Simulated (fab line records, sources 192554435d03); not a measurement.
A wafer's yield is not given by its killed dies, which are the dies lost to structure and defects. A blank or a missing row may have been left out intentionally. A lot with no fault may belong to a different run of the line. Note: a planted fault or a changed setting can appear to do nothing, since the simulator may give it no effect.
Chamber matching / flow n5Finfet / rieDiel-04 running N5_BEOL_M4_DESCUM_16: 4 sister chambers
The step chemistry O2, time 7 s. 16 wafers are shown with their chamber, then 8 later ones without.

WAFERS PAIRED WITH THEIR CHAMBERS
wafer=L074.1; chamber=2; drypumpMotorCurrentA (A)=5.9; throttleValvePct (%)=20.49; oesProductAu (a.u.)=0.67
wafer=L074.3; chamber=3; drypumpMotorCurrentA (A)=5.9; throttleValvePct (%)=20.80; oesProductAu (a.u.)=0.72
wafer=L074.5; chamber=0; drypumpMotorCurrentA (A)=5.6; throttleValvePct (%)=20.48; oesProductAu (a.u.)=0.98
wafer=L079.2; chamber=1; drypumpMotorCurrentA (A)=6.4; throttleValvePct (%)=20.65; oesProductAu (a.u.)=0.89
wafer=L079.3; chamber=3; drypumpMotorCurrentA (A)=5.9; throttleValvePct (%)=20.82; oesProductAu (a.u.)=0.70
wafer=L079.5; chamber=3; drypumpMotorCurrentA (A)=6.0; throttleValvePct (%)=20.82; oesProductAu (a.u.)=0.70
wafer=L083.3; chamber=1; drypumpMotorCurrentA (A)=6.4; throttleValvePct (%)=20.67; oesProductAu (a.u.)=0.86
wafer=L083.4; chamber=3; drypumpMotorCurrentA (A)=5.9; throttleValvePct (%)=20.83; oesProductAu (a.u.)=0.68
wafer=L083.6; chamber=1; drypumpMotorCurrentA (A)=6.4; throttleValvePct (%)=20.65; oesProductAu (a.u.)=0.87
wafer=L084.1; chamber=1; drypumpMotorCurrentA (A)=6.4; throttleValvePct (%)=20.65; oesProductAu (a.u.)=0.87
wafer=L084.5; chamber=3; drypumpMotorCurrentA (A)=6.0; throttleValvePct (%)=20.83; oesProductAu (a.u.)=0.69
wafer=L084.6; chamber=1; drypumpMotorCurrentA (A)=6.4; throttleValvePct (%)=20.65; oesProductAu (a.u.)=0.86
wafer=L085.1; chamber=1; drypumpMotorCurrentA (A)=6.4; throttleValvePct (%)=20.67; oesProductAu (a.u.)=0.85
wafer=L085.4; chamber=3; drypumpMotorCurrentA (A)=6.0; throttleValvePct (%)=20.85; oesProductAu (a.u.)=0.69
wafer=L085.6; chamber=2; drypumpMotorCurrentA (A)=5.9; throttleValvePct (%)=20.08; oesProductAu (a.u.)=0.97
wafer=L093.1; chamber=2; drypumpMotorCurrentA (A)=5.9; throttleValvePct (%)=20.10; oesProductAu (a.u.)=0.93

SIGNATURES (averages over the wafers above)
reading=drypumpMotorCurrentA; chamber 0=5.600; chamber 1=6.400; chamber 2=5.900; chamber 3=5.950; scatter within a chamber=0.0354
reading=throttleValvePct; chamber 0=20.4800; chamber 1=20.6567; chamber 2=20.2233; chamber 3=20.8250; scatter within a chamber=0.0952
reading=oesProductAu; chamber 0=0.9800; chamber 1=0.8667; chamber 2=0.8567; chamber 3=0.6967; scatter within a chamber=0.0677
Rule: for each reading, subtract the chamber's mean from the wafer's reading, divide by that reading's scatter and square the result; add these up over the readings and take the root, which gives the wafer's distance from the chamber. If the next closest chamber is less than 2 further off than the closest, the wafer can't be placed; otherwise it belongs to the closest. The scatter is the square root of a quotient: the sum, over the shown wafers, of each reading's squared deviation from its chamber's mean, divided by wafers minus chambers.

WAFERS MISSING THEIR CHAMBER
wafer=L093.4; drypumpMotorCurrentA (A)=6.4; throttleValvePct (%)=20.69; oesProductAu (a.u.)=0.85
wafer=L093.5; drypumpMotorCurrentA (A)=6.0; throttleValvePct (%)=20.40; oesProductAu (a.u.)=1.00
wafer=L094.4; drypumpMotorCurrentA (A)=6.0; throttleValvePct (%)=20.39; oesProductAu (a.u.)=0.99
wafer=L094.5; drypumpMotorCurrentA (A)=5.7; throttleValvePct (%)=20.54; oesProductAu (a.u.)=0.88
wafer=L094.6; drypumpMotorCurrentA (A)=6.4; throttleValvePct (%)=20.70; oesProductAu (a.u.)=0.83
wafer=L095.1; drypumpMotorCurrentA (A)=5.9; throttleValvePct (%)=20.11; oesProductAu (a.u.)=0.93
wafer=L095.3; drypumpMotorCurrentA (A)=5.9; throttleValvePct (%)=20.42; oesProductAu (a.u.)=0.99
wafer=L095.6; drypumpMotorCurrentA (A)=5.9; throttleValvePct (%)=20.10; oesProductAu (a.u.)=0.92

CHAMBER TAKEN BY EACH
wafer=L093.4; from the rows above=1; in truth=1
wafer=L093.5; from the rows above=2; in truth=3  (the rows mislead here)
wafer=L094.4; from the rows above=2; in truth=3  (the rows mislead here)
wafer=L094.5; from the rows above=0; in truth=0
wafer=L094.6; from the rows above=1; in truth=1
wafer=L095.1; from the rows above=2; in truth=2
wafer=L095.3; from the rows above=2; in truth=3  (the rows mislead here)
wafer=L095.6; from the rows above=2; in truth=2
Correctly placed: 5 of 8. Left unplaced by these rows: 0. Number placed wrongly: 3.
